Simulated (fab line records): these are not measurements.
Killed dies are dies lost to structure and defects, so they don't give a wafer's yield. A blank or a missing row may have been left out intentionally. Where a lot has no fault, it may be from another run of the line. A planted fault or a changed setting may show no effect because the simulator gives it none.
Struck lot and sound lot, side by side :: flow n5 finfet :: 37 out of 1938 route steps
Sound: wafers L162.1, L162.2, L162.5. Wafers struck: L179.3, L179.5, L179.6. The cause comes at the end.
At each step with rows: each side's tool, then ch and its chambers, then its first start. Under that, the readings that differ: sound wafers :: struck wafers :: difference of the means :: sigmas: that difference in standard deviations of wafers without a fault.
alike: same words and numbers on both sides, and readings whose means sit less than 2 such deviations apart. not compared: any withheld reading, any reading some wafer has no value for, any bound like >300 that may hide the same value, and any number with overlapping values for which the record gives no deviation.
A row with sigmas, a row that says differs or no value, or rows on one side alone: a step with any of these is where the two part. When numbers do not overlap yet have no deviation, they are printed without sigmas and do not part them. A reading missing from all wafers of one side parts the sides only when that side holds two or more wafers.

first, 9 steps without rows for these wafers: N5_WELL_APT_HMDS_01 (time 60 s); N5_WELL_APT_COAT_02 (resist thk 950 nm); N5_WELL_APT_EBR_04; N5_WELL_APT_SOFTBAKE_03 (time 60 s); N5_WELL_APT_EXPOSE_05 (exposes mask NWELL, defocus 0 nm, target cd 200 nm); N5_WELL_APT_PEB_06 (peb time 90 s); N5_WELL_APT_DEVELOP_07 (develop time 45 s); N5_WELL_APT_HARDBAKE_12 (time 120 s); N5_WELL_APT_DESCUM_13 (chemistry O2, time 7.9 s).
N5_WELL_APT_IMPLANT_14:
  sound on implanter-02 ch 0, day 1 13:52; struck on implanter-02 ch 0, day 5 19:56
reading: dose ions cm2
sound: 1.5006e+13 1.4975e+13 1.5017e+13
struck: 6.306e+12 6.3e+12 6.32e+12
difference: -8.691e+12
sigmas: -99 or more

reading: faraday current uA
sound: 189 193 192
struck: 80 79 81
difference: -111
sigmas: -29
  alike: beam energy keV, rotation deg
then, 25 steps without rows for these wafers: N5_WELL_APT_IMPLANT_15; N5_WELL_APT_STRIP_16 (strips in SPM, time 900 s); N5_WELL_APT_HMDS_18 (time 60 s); N5_WELL_APT_COAT_19 (resist thk 950 nm); N5_WELL_APT_EBR_21; N5_WELL_APT_SOFTBAKE_20 (time 60 s); N5_WELL_APT_EXPOSE_22 (exposes mask PWELL, defocus 0 nm, target cd 200 nm); N5_WELL_APT_PEB_23 (peb time 90 s); N5_WELL_APT_DEVELOP_24 (develop time 45 s); N5_WELL_APT_HARDBAKE_29 (time 120 s); N5_WELL_APT_DESCUM_30 (chemistry O2, time 7.9 s); N5_WELL_APT_IMPLANT_31; N5_WELL_APT_IMPLANT_32; N5_WELL_APT_STRIP_33 (strips in SPM, time 900 s); N5_WELL_APT_RTA_34 (time 10 s); N5_WELL_APT_OXIDE_STRIP_42 (strips SiO2 in dHF, time 45 s, target depth 12 nm); N5_WELL_APT_PRECLEAN_36 (cleans in O3/DIW, time 45 s); N5_WELL_APT_PRECLEAN_39 (cleans in dHF, time 60 s); N5_WELL_APT_SRD_37 (time 30 s); N5_WELL_APT_EPI_41 (deposits Si from SiH4/H2, target thk 50 nm, time 297.7 s); N5_PMOS_HMC_CHANNEL_EPI_HM_DEP_34 (deposits SiO2 from TEOS/O2, target thk 36 nm, time 6.9 s); N5_PMOS_HMC_CHANNEL_EPI_COAT_31 (time 60 s, resist thk 66 nm); N5_PMOS_HMC_CHANNEL_EPI_COAT_03 (resist thk 205 nm); N5_PMOS_HMC_CHANNEL_EPI_EBR_05; N5_PMOS_HMC_CHANNEL_EPI_SOFTBAKE_04 (time 60 s).
-- a jump in the record: the struck wafers' starts before and after are 8 days apart (it breaks off in module PMOS_HMC_CHANNEL_EPI and resumes in module BEOL_M4, where the first step shown is number 1111 of the route) --
N5_BEOL_M4_RC_MEAS_101:
  sound on prober-01 ch 0, day 8 12:03; struck on prober-02 ch 0, day 13 13:59
reading: DIBL_P (mV/V)
sound: 36.1 33.4 35.2
struck: 42.8 38.4 42.0
difference: +6.2
sigmas: +2

reading: RS_NWELL (ohm/sq)
sound: 1030 1026 1039
struck: 1710 1723 1716
difference: +685
sigmas: +99 or more

reading: SS_P (mV/dec)
sound: 73.5 72.1 72.7
struck: 75.3 74.9 74.7
difference: +2.2
sigmas: +2
  alike: DIBL_N, IOFF_N, IOFF_P, ION_N, ION_P, SS_N, VT_N, VT_P
following that, these wafers have no rows for 1 step: N5_PASSIVATION_PROBE_49.

== WHERE THEY PART ==
Earliest at N5_WELL_APT_IMPLANT_14; latest, in this record, at N5_BEOL_M4_RC_MEAS_101.

WHY: what the simulator had put in
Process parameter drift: implanter-02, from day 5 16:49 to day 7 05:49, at N5_WELL_APT_IMPLANT_14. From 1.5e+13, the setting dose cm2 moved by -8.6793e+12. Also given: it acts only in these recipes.
